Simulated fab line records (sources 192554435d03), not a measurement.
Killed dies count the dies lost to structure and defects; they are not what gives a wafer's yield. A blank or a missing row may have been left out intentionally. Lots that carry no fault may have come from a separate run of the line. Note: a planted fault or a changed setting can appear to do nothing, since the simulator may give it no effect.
fab line records / flow n5_finfet
record lots=3 wafers=8 last_day=17
route steps=1938 shown BEOL_M4@1099 BEOL_M5@1112 PASSIVATION@1936
lots that met no fault: from a run of the same line without faults
start_h: hours from the record's first day to the start of the lot's first wafer shown / wait_h: hours elapsed since this lot's preceding step / " same as the row above / L1.1+2: one row covering several wafers at once / - no value, or no start given / * or withheld: withheld / < > ~ a bound
route shown NAME@n: names a module that has steps shown in the file, with the first one's number in the route / usual: mean/standard deviation taken from wafers without a fault / same: alike in all rows / chamber/n: place in a boat / sites: the reading at each site / _std_site: their standard deviation / _edge_site: mean of outer sites minus mean of inner sites / radius_mm: for every site, how far away it sits from the centre of the wafer / mask NAME#n: copy n / behind: the last tool/chamber to shape the wafer / hold: why the lot was held/for how many hours/how that ended / device: the transistor (n, p or np) that didn't switch / end of line: at the end of the route, the tests of the same wafers / where a step has no rows: the recipe by itself / killed: dies lost to structure and defects at the first sort, not the wafer's yield / map: a wafer's dies, x killed, . not, _ none there
set.NAME: the setting the step ran with; set.NAME@STEP: the setting that earlier step ran with / model.NAME: the simulator's own value behind a step, which no gauge read
lots seen at some steps along the route; tables by step, rows by wafer
services: from which hour (start_h, from the record's first day; less than 0 if before it) a tool's chamber was out of use, for how many hours, and why
## steps
# step N5_BEOL_M4_ANNEAL_95
# recipe temp_c=400 time_s=240 ambient=vacuum
# step N5_BEOL_M4_SPUTTER_96
# recipe material=Cu target_thk_a=45 temp_c=-20 chamber_pressure_pa=0.07 power_w=withheld time_s=8.29
# step N5_BEOL_M4_ECD_50
# recipe material=Cu target_thk_a=3000
# step N5_BEOL_M4_ANNEAL_51
# recipe temp_c=225 time_s=90 ambient=N2
# step N5_BEOL_M4_CMP_52
# recipe stop_on=SiOC t_overpolish_s=6.8 down_force_psi=1 platen_rpm=50 clearing_platen_down_force_psi=1.5 clearing_platen_rpm=50 post_cmp_clean=cu_alkaline target_thk_nm=40 clearing_platen_pad_velocity_m_s=0.99484 pad_velocity_m_s=0.99484
# step N5_BEOL_M4_PRE_CLEAN_60
# recipe gas=NH3/H2 time_s=15 temp_c=* rf_power_w=300
# step N5_BEOL_M4_CO_CAP_55
# recipe material=Co target_thk_a=20 temp_c=200 precursor=CCTBA/H2 pressure_torr=30 time_s=102.1
# step N5_BEOL_M4_PRE_CLEAN_56
# recipe gas=NH3 time_s=15 temp_c=withheld rf_power_w=300
# step N5_BEOL_M4_DEP_57
# recipe material=SiCN target_thk_a=80 temp_c=withheld precursor=3MS/NH3 pressure_torr=3 rf_w=202 time_s=14
# step N5_BEOL_M4_RC_MEAS_101
# usual DIBL_N=36.5/1.9 DIBL_P=36.4/2.4 IOFF_N=0.16/0.037 IOFF_P=0.22/0.045 ION_N=674/13 ION_P=463/8.2 SS_N=71.7/0.67 SS_P=73.3/0.74 VT_N=250/3.8 VT_P=-249/3.7
lot.wafer=L334.1 tool=prober-02 chamber=0 start_h=205.06 wait_h=0.0 DIBL_N[mV/V]=34.2 DIBL_P[mV/V]=35.0 IOFF_N[nA/um]=0.12 IOFF_P[nA/um]=0.19 ION_N[uA/um]=672 ION_P[uA/um]=468 SS_N[mV/dec]=71.8 SS_P[mV/dec]=72.4 VT_N[mV]=254 VT_P[mV]=-251
lot.wafer=L334.2 tool=prober-02 chamber=0 start_h=205.06 wait_h=0.0 DIBL_N[mV/V]=38.7 DIBL_P[mV/V]=40.8 IOFF_N[nA/um]=0.21 IOFF_P[nA/um]=0.29 ION_N[uA/um]=686 ION_P[uA/um]=471 SS_N[mV/dec]=72.5 SS_P[mV/dec]=74.6 VT_N[mV]=245 VT_P[mV]=-247
lot.wafer=L334.3 tool=prober-02 chamber=0 start_h=205.06 wait_h=0.0 DIBL_N[mV/V]=37.2 DIBL_P[mV/V]=39.1 IOFF_N[nA/um]=0.18 IOFF_P[nA/um]=0.26 ION_N[uA/um]=673 ION_P[uA/um]=463 SS_N[mV/dec]=72.2 SS_P[mV/dec]=74.1 VT_N[mV]=246 VT_P[mV]=-250
lot.wafer=L347.3 tool=prober-02 chamber=0 start_h=285.27 wait_h=0.3 DIBL_N[mV/V]=36.0 DIBL_P[mV/V]=36.4 IOFF_N[nA/um]=0.17 IOFF_P[nA/um]=0.23 ION_N[uA/um]=677 ION_P[uA/um]=465 SS_N[mV/dec]=72.1 SS_P[mV/dec]=73.4 VT_N[mV]=248 VT_P[mV]=-248
lot.wafer=L347.6 tool=prober-02 chamber=0 start_h=285.27 wait_h=0.3 DIBL_N[mV/V]=36.1 DIBL_P[mV/V]=37.0 IOFF_N[nA/um]=0.18 IOFF_P[nA/um]=0.24 ION_N[uA/um]=683 ION_P[uA/um]=468 SS_N[mV/dec]=71.7 SS_P[mV/dec]=72.9 VT_N[mV]=246 VT_P[mV]=-247
lot.wafer=L350.2 tool=prober-02 chamber=0 start_h=302.13 wait_h=0.2 DIBL_N[mV/V]=35.6 DIBL_P[mV/V]=32.7 IOFF_N[nA/um]=0.12 IOFF_P[nA/um]=0.14 ION_N[uA/um]=646 ION_P[uA/um]=439 SS_N[mV/dec]=71.6 SS_P[mV/dec]=72.4 VT_N[mV]=258 VT_P[mV]=-259
lot.wafer=L350.3 tool=prober-02 chamber=0 start_h=302.13 wait_h=0.2 DIBL_N[mV/V]=32.5 DIBL_P[mV/V]=29.1 IOFF_N[nA/um]=0.08 IOFF_P[nA/um]=0.11 ION_N[uA/um]=633 ION_P[uA/um]=432 SS_N[mV/dec]=70.3 SS_P[mV/dec]=71.6 VT_N[mV]=258 VT_P[mV]=-262
lot.wafer=L350.6 tool=prober-02 chamber=0 start_h=302.13 wait_h=0.2 DIBL_N[mV/V]=36.9 DIBL_P[mV/V]=34.0 IOFF_N[nA/um]=0.15 IOFF_P[nA/um]=0.17 ION_N[uA/um]=650 ION_P[uA/um]=445 SS_N[mV/dec]=71.9 SS_P[mV/dec]=72.7 VT_N[mV]=254 VT_P[mV]=-254
# step N5_BEOL_M5_ILD_DEP_00
# recipe material=SiCOH_lowk target_thk_a=1406.4 temp_c=300 precursor=DEMS/porogen pressure_torr=5 rf_w=500 time_s=25.9
# step N5_BEOL_M5_CURE_79
# recipe temp_c=385 time_s=240 ambient=He/Ar material=SiCOH_lowk
# step N5_BEOL_M5_PECVD_70
# recipe material=SiO2 target_thk_a=160 temp_c=400 precursor=TEOS/O2 pressure_torr=5.5 rf_w=450 teos_flow_sccm=53.8 gas=O2 flow_sccm=3000 time_s=18
# step N5_BEOL_M5_HM_DEP_02
# recipe material=TiN target_thk_a=200 temp_c=25 chamber_pressure_pa=0.49996
# step N5_BEOL_M5_COAT_59
# recipe resist=SOC temp_c=250 time_s=60 spin_rpm=1500 resist_thk_nm=60
# step N5_BEOL_M5_COAT_60
# recipe resist=SiARC temp_c=220 time_s=60 spin_rpm=1500 resist_thk_nm=12
# step N5_BEOL_M5_COAT_71
# recipe resist=underlayer temp_c=205 time_s=60 spin_rpm=1500 resist_thk_nm=5
# step N5_BEOL_M5_COAT_05
# recipe resist=CAR-EUV spin_rpm=1500 resist_thk_nm=30
# step N5_BEOL_M5_EBR_07
# recipe solvent=PGMEA ebr_width_mm=1.5
# step N5_BEOL_M5_SOFTBAKE_06
# recipe temp_c=110 time_s=60 resist=CAR-EUV
# step N5_BEOL_M5_EXPOSE_08
# recipe mask_id=M5 na=0.33 source_shape=annular sigma_inner=0.4 sigma_outer=0.8 polarization=unpolarized target_cd_nm=28 dose_mj=35.75
# step N5_BEOL_M5_PEB_09
# recipe peb_temp_c=100 peb_time_s=60 resist=CAR-EUV
# step N5_BEOL_M5_DEVELOP_10
# recipe develop_time_s=30 developer=TMAH resist=CAR-EUV rinse_liquid=surfactant_rinse dry=air_spin dev_temp_c=23
# step N5_BEOL_M5_DESCUM_16
# recipe chemistry=O2 time_s=7 source_power_w=50 bias_power_w=20 pressure_mtorr=20 rf_frequency_hz=2.712e+07 temp_c=40 resist=CAR-EUV o2_flow_sccm=225
# step N5_BEOL_M5_ETCH_72
# recipe chemistry=N2/H2 target=underlayer target_depth_a=65 mask_material=CAR-EUV time_s=5.2 ion_energy_ev=200 pressure_mtorr=30 source_w=840 bias_w=150 n2_flow_sccm=200 h2_flow_sccm=200 ends=cleared
# step N5_BEOL_M5_ETCH_61
# recipe chemistry=CF4 target=SiARC target_depth_a=156 mask_material=CAR-EUV time_s=26 ion_energy_ev=80 pressure_mtorr=40 source_w=545 bias_w=36 Ar_flow_sccm=100 cf4_flow_sccm=100 ends=cleared
# step N5_BEOL_M5_ETCH_62
# recipe chemistry=N2/H2 target=SOC target_depth_a=750 overetch_a=150 mask_material=SiARC temp_c=40 time_s=112.5 ion_energy_ev=200 pressure_mtorr=30 source_w=840 bias_w=150 n2_flow_sccm=200 h2_flow_sccm=200
# step N5_BEOL_M5_STRIP_63
# recipe chemistry=N2/H2 temp_c=40 n2_flow_sccm=200 h2_flow_sccm=200 rf_frequency_hz=6e+07
# step N5_BEOL_M5_STRIP_73
# recipe chemistry=N2/H2 temp_c=40 n2_flow_sccm=200 h2_flow_sccm=200 rf_frequency_hz=6e+07
# step N5_BEOL_M5_STRIP_64
# recipe chemistry=CF4 resist=SiARC power_w=300 bias_power_w=75 pressure_mtorr=50 cf4_flow_sccm=150 rf_frequency_hz=6e+07
# step N5_BEOL_M5_HM_OPEN_17
# recipe chemistry=Cl2/BCl3 target_depth_a=200 overetch_a=60 target=TiN mask_material=SOC ion_energy_ev=150 pressure_mtorr=10 icp_w=1000 bias_w=126 Cl2_flow_sccm=53.25 bcl3_flow_sccm=21.75 Ar_flow_sccm=25
# step N5_BEOL_M5_STRIP_19
# recipe chemistry=O2 power_w=400 temp_c=40 pressure_mtorr=30 rf_frequency_hz=6e+07 bias_power_w=0 overash_fraction=0.2 o2_flow_sccm=225
# step N5_BEOL_M5_COAT_65
# recipe resist=SOC temp_c=250 time_s=60 spin_rpm=1500 resist_thk_nm=60
# step N5_BEOL_M5_COAT_66
# recipe resist=SiARC temp_c=220 time_s=60 spin_rpm=1500 resist_thk_nm=12
# step N5_BEOL_M5_ALD_86
# recipe material=TaN target_thk_a=* temp_c=275 ald_precursor_family=PDMAT ald_co_reactant=NH3 pressure_torr=3 carrier_flow_sccm=1500 pulse_time_s=2 purge_time_s=3 co_reactant_purge_time_s=2 co_reactant_pulse_time_s=3 ald_cycles=30 precursor_vessel_temp_c=75 precursor_vessel_pressure_torr=26.25 precursor_vessel_carrier_sccm=1000
# usual ald_cycles=30/0 heater_power_w=420/62
lot.wafer=L334.1 tool=ald_metal-01 chamber=3 start_h=211.28 wait_h=0.0 ald_cycles=30 heater_power_w=364 model.TaN_of_BEOL_M5_ALD_86.thk_nm=*
lot.wafer=L334.2 tool=ald_metal-01 chamber=1 start_h=211.28 wait_h=0.0 ald_cycles=30 heater_power_w=396 model.TaN_of_BEOL_M5_ALD_86.thk_nm=*
lot.wafer=L334.3 tool=ald_metal-01 chamber=2 start_h=211.28 wait_h=0.0 ald_cycles=30 heater_power_w=461 model.TaN_of_BEOL_M5_ALD_86.thk_nm=*
lot.wafer=L347.3 tool=ald_metal-01 chamber=2 start_h=290.24 wait_h=0.0 ald_cycles=30 heater_power_w=450 model.TaN_of_BEOL_M5_ALD_86.thk_nm=*
lot.wafer=L347.6 tool=ald_metal-01 chamber=0 start_h=290.24 wait_h=0.0 ald_cycles=25 heater_power_w=402 model.TaN_of_BEOL_M5_ALD_86.thk_nm=*
lot.wafer=L350.2 tool=ald_metal-02 chamber=1 start_h=306.66 wait_h=0.1 ald_cycles=30 heater_power_w=422 model.TaN_of_BEOL_M5_ALD_86.thk_nm=*
lot.wafer=L350.3 tool=ald_metal-02 chamber=2 start_h=306.66 wait_h=0.1 ald_cycles=30 heater_power_w=402 model.TaN_of_BEOL_M5_ALD_86.thk_nm=*
lot.wafer=L350.6 tool=ald_metal-02 chamber=2 start_h=306.66 wait_h=0.1 ald_cycles=30 heater_power_w=402 model.TaN_of_BEOL_M5_ALD_86.thk_nm=*
# step N5_PASSIVATION_PROBE_49
# usual defect_limited_yield=91.6/1.4 killed_at_M0_to_M3=34/8.9 killed_at_M4_up=13/5 killed_at_contacts=12/7 killed_at_front_end=38/11 killed_at_other=3.2/2.9 killed_dies=99/16 killed_open=65/13 killed_short=32/7.6 sort_bin_4_leakage=0.00/0.012 sort_bin_5_function=5.0/0.9 sort_bin_6_memory=3.1/0.65 sort_bin_8_speed=0.0/0.4 sort_n_pass=1081/16 sort_yield_pct=91.6/1.4
# same gross_dies=1180 killed_at_back_side=0
lot.wafer=L334.1 tool=prober-02 chamber=- start_h=303.19 wait_h=0.0 defect_limited_yield[%]=90.3 killed_at_M0_to_M3=46 killed_at_M4_up=9 killed_at_contacts=18 killed_at_front_end=37 killed_at_other=4 killed_dies=114 killed_open=81 killed_short=33 sort_bin_4_leakage[%]=0 sort_bin_5_function[%]=6.2 sort_bin_6_memory[%]=3.1 sort_bin_8_speed[%]=0 sort_n_pass=1066 sort_yield_pct[%]=90.3
lot.wafer=L334.2 tool=prober-02 chamber=- start_h=303.24 wait_h=0.1 defect_limited_yield[%]=91.2 killed_at_M0_to_M3=51 killed_at_M4_up=19 killed_at_contacts=8 killed_at_front_end=25 killed_at_other=1 killed_dies=104 killed_open=74 killed_short=30 sort_bin_4_leakage[%]=0 sort_bin_5_function[%]=5.0 sort_bin_6_memory[%]=3.6 sort_bin_8_speed[%]=0 sort_n_pass=1076 sort_yield_pct[%]=91.2
lot.wafer=L334.3 tool=prober-02 chamber=- start_h=303.29 wait_h=0.1 defect_limited_yield[%]=91.4 killed_at_M0_to_M3=44 killed_at_M4_up=15 killed_at_contacts=9 killed_at_front_end=31 killed_at_other=3 killed_dies=102 killed_open=67 killed_short=35 sort_bin_4_leakage[%]=0 sort_bin_5_function[%]=4.7 sort_bin_6_memory[%]=3.4 sort_bin_8_speed[%]=0 sort_n_pass=1078 sort_yield_pct[%]=91.4
lot.wafer=L347.3 tool=prober-01 chamber=- start_h=387.71 wait_h=0.1 defect_limited_yield[%]=89.5 killed_at_M0_to_M3=40 killed_at_M4_up=19 killed_at_contacts=30 killed_at_front_end=28 killed_at_other=7 killed_dies=124 killed_open=80 killed_short=44 sort_bin_4_leakage[%]=0 sort_bin_5_function[%]=5.8 sort_bin_6_memory[%]=4.5 sort_bin_8_speed[%]=0 sort_n_pass=1056 sort_yield_pct[%]=89.5
lot.wafer=L347.6 tool=prober-01 chamber=- start_h=387.86 wait_h=0.3 defect_limited_yield[%]=90.3 killed_at_M0_to_M3=30 killed_at_M4_up=26 killed_at_contacts=18 killed_at_front_end=34 killed_at_other=7 killed_dies=115 killed_open=82 killed_short=25 sort_bin_4_leakage[%]=0.59 sort_bin_5_function[%]=5.0 sort_bin_6_memory[%]=4.0 sort_bin_8_speed[%]=0 sort_n_pass=1065 sort_yield_pct[%]=90.3
lot.wafer=L350.2 tool=prober-02 chamber=- start_h=401.00 wait_h=0.1 defect_limited_yield[%]=94.5 killed_at_M0_to_M3=24 killed_at_M4_up=10 killed_at_contacts=4 killed_at_front_end=25 killed_at_other=2 killed_dies=65 killed_open=39 killed_short=23 sort_bin_4_leakage[%]=0 sort_bin_5_function[%]=3.4 sort_bin_6_memory[%]=1.9 sort_bin_8_speed[%]=0.2 sort_n_pass=1113 sort_yield_pct[%]=94.3
lot.wafer=L350.3 tool=prober-02 chamber=- start_h=401.05 wait_h=0.1 defect_limited_yield[%]=93.6 killed_at_M0_to_M3=25 killed_at_M4_up=9 killed_at_contacts=11 killed_at_front_end=28 killed_at_other=2 killed_dies=75 killed_open=47 killed_short=27 sort_bin_4_leakage[%]=0 sort_bin_5_function[%]=3.5 sort_bin_6_memory[%]=2.6 sort_bin_8_speed[%]=4.8 sort_n_pass=1048 sort_yield_pct[%]=88.8
lot.wafer=L350.6 tool=prober-02 chamber=- start_h=401.20 wait_h=0.3 defect_limited_yield[%]=92.4 killed_at_M0_to_M3=28 killed_at_M4_up=16 killed_at_contacts=16 killed_at_front_end=28 killed_at_other=2 killed_dies=90 killed_open=67 killed_short=22 sort_bin_4_leakage[%]=0 sort_bin_5_function[%]=4.4 sort_bin_6_memory[%]=2.9 sort_bin_8_speed[%]=0.1 sort_n_pass=1089 sort_yield_pct[%]=92.3
# killed by level:class
L334.1 MOL_CONTACT_COAG:geometric_particle:open=16 STI_FIN_REVEAL:geometric_particle:open=11 BEOL_M0:geometric_particle:open=9 BEOL_M3:geometric_particle:open=7 BEOL_M0_SAQP:geometric_particle:open=7 FIN_SAQP:geometric_particle:open=6 BEOL_M0_SAQP:geometric_particle:short=6 STARTING-WAFER:geometric_particle:short=5
L334.2 BEOL_M4:geometric_particle:open=10 BEOL_M2:geometric_particle:open=9 BEOL_M0_SAQP:geometric_particle:open=9 BEOL_M0_SAQP:geometric_particle:short=8 BEOL_M0:geometric_particle:open=8 MOL_CONTACT_COAG:geometric_particle:open=6 DUMMY_GATE:geometric_particle:open=5 BEOL_M3:geometric_particle:open=5
L334.3 BEOL_M0_SAQP:geometric_particle:short=9 MOL_CONTACT_COAG:geometric_particle:open=8 BEOL_M0:geometric_particle:open=8 DUMMY_GATE:geometric_particle:open=7 BEOL_M4:geometric_particle:open=6 STI_FIN_REVEAL:geometric_particle:open=5 BEOL_M2:geometric_particle:short=5 BEOL_M0_SAQP:geometric_particle:open=4
L347.3 MOL_CONTACT_COAG:geometric_particle:open=23 BEOL_M0_SAQP:geometric_particle:short=15 BEOL_M4:geometric_particle:open=13 BEOL_M0_SAQP:geometric_particle:open=9 MOL_CONTACT_COAG:geometric_particle:short=7 STARTING-WAFER:geometric_particle:short=7 STI_FIN_REVEAL:geometric_particle:open=6 BEOL_M1:geometric_particle:open=6
L347.6 MOL_CONTACT_COAG:geometric_particle:open=15 STI_FIN_REVEAL:geometric_particle:open=14 BEOL_M4:geometric_particle:open=12 BEOL_M1:geometric_particle:open=7 M5:area_ald=7 DUMMY_GATE:geometric_particle:open=6 BEOL_M0_SAQP:geometric_particle:open=6 FIN_SAQP:geometric_particle:open=5
L350.2 BEOL_M3:geometric_particle:open=8 STI_FIN_REVEAL:geometric_particle:open=7 BEOL_M1:geometric_particle:open=5 FIN_SAQP:geometric_particle:short=4 BEOL_M3:geometric_particle:short=4 STARTING-WAFER:geometric_particle:short=4 MOL_CONTACT_COAG:geometric_particle:open=3 BEOL_M4:geometric_particle:open=3
L350.3 MOL_CONTACT_COAG:geometric_particle:open=10 FIN_SAQP:geometric_particle:short=8 BEOL_M4:geometric_particle:open=7 BEOL_M3:geometric_particle:short=5 STARTING-WAFER:geometric_particle:open=5 STI_FIN_REVEAL:geometric_particle:open=4 GATE_CUT:geometric_particle:short=4 BEOL_M3:geometric_particle:open=4
L350.6 MOL_CONTACT_COAG:geometric_particle:open=16 BEOL_M3:geometric_particle:open=10 BEOL_M4:geometric_particle:open=8 STI_FIN_REVEAL:geometric_particle:open=7 BEOL_M3:geometric_particle:short=7 DUMMY_GATE:geometric_particle:open=4 BEOL_M1:geometric_particle:open=4 FIN_SAQP:geometric_particle:open=3
# map L347.3 (x killed, . not)
_________________............________________
______________x............x...._____________
___________...x.......x......x.....__________
__________..x.........x......x.x...._________
________..............x.x............._______
_______....................x........x..______
______.....x..x....x....x..........x...._____
_____....x......x...x...x....x.......x...____
____x....x.............x..........x.x.....___
___................x.........x.........x...__
___...x......................x..x.........x__
__....................x........x.x.x........_
__.......x.....x................x.......x.x._
_xx......x....x..x............x.............x
_............................................
_.......x...x.....x...............x..........
_...........x..x......x....x.x..x.....xxx....
_.......x...x.............x....x.......x.x.x.
_........x........x.x........x...............
_............x.....x.x.......x..x........x...
_.x..........x...........................x...
__.xx.....x........x...............x........_
__.......................x..x...x.........x._
___......................................x.__
___....x........x.......x...............x.x__
____x.x.........x........x...........x....___
_____.....x...x......x..............x....____
______..............x..................._____
_______.....x...........x.....x.....x..______
________..xx.......................x.._______
__________........x................._________
___________x.xx...............x....__________
______________.....x......x....._____________
_________________............________________
# map L334.1 (x killed, . not)
_________________.....x......________________
______________x................._____________
___________.....x.............x.x..__________
__________.........................._________
________x...........x.x....x.........x_______
_______.....x.x.............xx.....x...______
______.................................._____
_____.x...........x.x........x...........____
____.........x............................___
___..........x..x............x...x.........__
___.................x.............x...x....__
__...x..xx...............................x.x_
__......x........x.x...x...........x...x...._
_....................................x...x...
_....x.......xx...x........x.................
_x.....x........................x............
_.........x.x........xx....x................x
_..xx....x..........x.....x..................
_.......................x..........x....x....
_........x..........x.....x..................
_......x.xx........x....x...............x....
__.x..x.......x.x.x.........x.......x...x.x._
__..x.xx...................x.x...x.........._
___........x........x.x..............x.....__
___....xx..xx...............x......x.......__
____....x.......x...........x...........x.___
_____............x.........x..........x..____
______...x...........x.............x...._____
_______................................______
________........x.xx.........x........_______
__________..x........x.............._________
___________.x......................__________
______________.................._____________
_________________......x.....________________
## services
tool=ald_metal-01 chamber=- start_h=197.97 hours=0.5 kind=repair
tool=ald_metal-01 chamber=0 start_h=251.52 hours=3.3 kind=repair
tool=ald_metal-01 chamber=- start_h=298.05 hours=8.7 kind=pm
## key
first_sign step=N5_BEOL_M5_ALD_86 reading=ald_cycles direction=down sigmas=99+ usual=* struck=*
effect step=N5_PASSIVATION_PROBE_49 reading=sort_bin_4_leakage direction=up sigmas=7 usual=0.00 struck=0.59
model_effect step=N5_BEOL_M5_ALD_86 value=TaN_of_BEOL_M5_ALD_86.thk_nm without=* struck=*
met_at N5_BEOL_M5_ALD_86
struck_wafers L347.6
onset_between 211.28 290.24
fault kind=process_parameter_drift tool=ald_metal-01 chamber=- onset_h=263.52 steps=N5_BEOL_M5_ALD_86 channel=ald_cycles offset=* shape=step end_h=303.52 scope=struck_wafers_only acts_in=* stated=*
